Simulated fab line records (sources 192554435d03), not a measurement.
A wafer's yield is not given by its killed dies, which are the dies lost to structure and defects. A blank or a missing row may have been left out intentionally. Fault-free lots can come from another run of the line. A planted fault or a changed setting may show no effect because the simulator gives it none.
A struck lot beside a sound one || flow n5Finfet || 35 steps out of a route of 1938
Sound: wafers L629.1, L629.3, L629.4. Wafers L621.1, L621.5, L621.6 were the ones struck. The cause comes at the end.
For every step that has rows: the tool of each side, followed by ch and its chambers, followed by its first start. Under that, the readings that differ: sound wafers || struck wafers || difference of the means || sigmas: that difference in standard deviations of wafers without a fault.
alike: readings whose means differ by less than 2 such deviations, and words and numbers that are the same on both sides. not compared: withheld readings, readings that some wafer has no value for, bounds like >300 that may hide the same value, and numbers for which the record gives no deviation and whose values overlap.
The two part at a step that has a row with sigmas, a row that says differs or no value, or rows on one side only. Numbers that don't overlap but have no deviation are shown without sigmas and don't part them. A reading that every wafer of one side lacks parts them only if that side has two wafers or more.

first, 11 steps without rows for these wafers: N5_BEOL_M10_HM_STRIP_39 (strips TiN in peroxide tin strip, target depth 25 nm, time 158 s); N5_BEOL_M10_SRD_40 (time 30 s); N5_BEOL_M10_PRECLEAN_42 (cleans in residue remover, time 60 s); N5_BEOL_M10_SRD_43 (time 30 s); N5_BEOL_M10_CURE_72 (cures SiCOH lowk, time 120 s); N5_BEOL_M10_DEGAS_44 (time 60 s); N5_BEOL_M10_PRE_CLEAN_45 (time 30 s); N5_BEOL_M10_ALD_74 (deposits TaN, target thk 2 nm, pulse time 2 s, purge time 3 s); N5_BEOL_M10_SURFACE_TREAT_76; N5_BEOL_M10_CVD_75 (deposits Co from CCTBA/H2, target thk 2 nm, time 138.9 s); N5_BEOL_M10_SPUTTER_48 (material Cu, target thk 12 nm, time 2 s).
N5_BEOL_M10_ECD_50: material Cu, target thk 318 nm.
  sound on ecdCu-02 ch 0,1, day 14 22:46; struck on ecdCu-01 ch 0,1, day 13 09:57
then, 22 steps without rows for these wafers: N5_BEOL_M10_ANNEAL_51 (time 90 s); N5_BEOL_M10_CMP_52 (polishes, stops on SiCOH lowk, t overpolish 7 s, target thk 140 nm); N5_BEOL_M10_PRE_CLEAN_55 (time 15 s); N5_BEOL_M10_DEP_56 (deposits SiCN from 3MS/NH3, target thk 15 nm, time 26.5 s); N5_BEOL_M11_ILD_DEP_00 (deposits SiCOH lowk from DEMS/porogen, target thk 308.51 nm, time 58 s); N5_BEOL_M11_CURE_71 (cures SiCOH lowk, time 240 s); N5_BEOL_M11_PECVD_70 (deposits SiO2 from TEOS/O2, target thk 20 nm, time 22.7 s); N5_BEOL_M11_HM_DEP_02 (deposits TiN, target thk 20 nm); N5_BEOL_M11_COAT_59 (time 60 s, resist thk 100 nm); N5_BEOL_M11_COAT_60 (time 60 s, resist thk 30 nm); N5_BEOL_M11_COAT_05 (resist thk 90 nm); N5_BEOL_M11_EBR_07; N5_BEOL_M11_SOFTBAKE_06 (time 60 s); N5_BEOL_M11_EXPOSE_08 (exposes mask M11); N5_BEOL_M11_PEB_09 (peb time 60 s); N5_BEOL_M11_DEVELOP_10 (develop time 30 s); N5_BEOL_M11_DESCUM_16 (chemistry O2, time 7.9 s); N5_BEOL_M11_ETCH_61 (etches SiARC in CF4, target depth 39 nm, time 65 s); N5_BEOL_M11_ETCH_62 (etches SOC in N2/H2, target depth 110 nm, overetch 22 nm, time 165 s); N5_BEOL_M11_STRIP_68 (strips in N2/H2); N5_BEOL_M11_STRIP_67 (strips in CF4); N5_BEOL_M11_HM_OPEN_17 (chemistry Cl2/BCl3, target TiN, target depth 20 nm, overetch 6 nm).
-- here the record skips 2 days between the struck wafers' starts before and after, leaving off in module BEOL_M11 and picking up in module PASSIVATION (first step shown: number 1936 of the route) --
N5_PASSIVATION_PROBE_49:
  rows exist in the record for the struck wafers here (prober-01, day 15 10:32), but not for the sound ones

WHERE THEY PART
Only at N5_PASSIVATION_PROBE_49, within this record.

WHY: what the simulator had put in
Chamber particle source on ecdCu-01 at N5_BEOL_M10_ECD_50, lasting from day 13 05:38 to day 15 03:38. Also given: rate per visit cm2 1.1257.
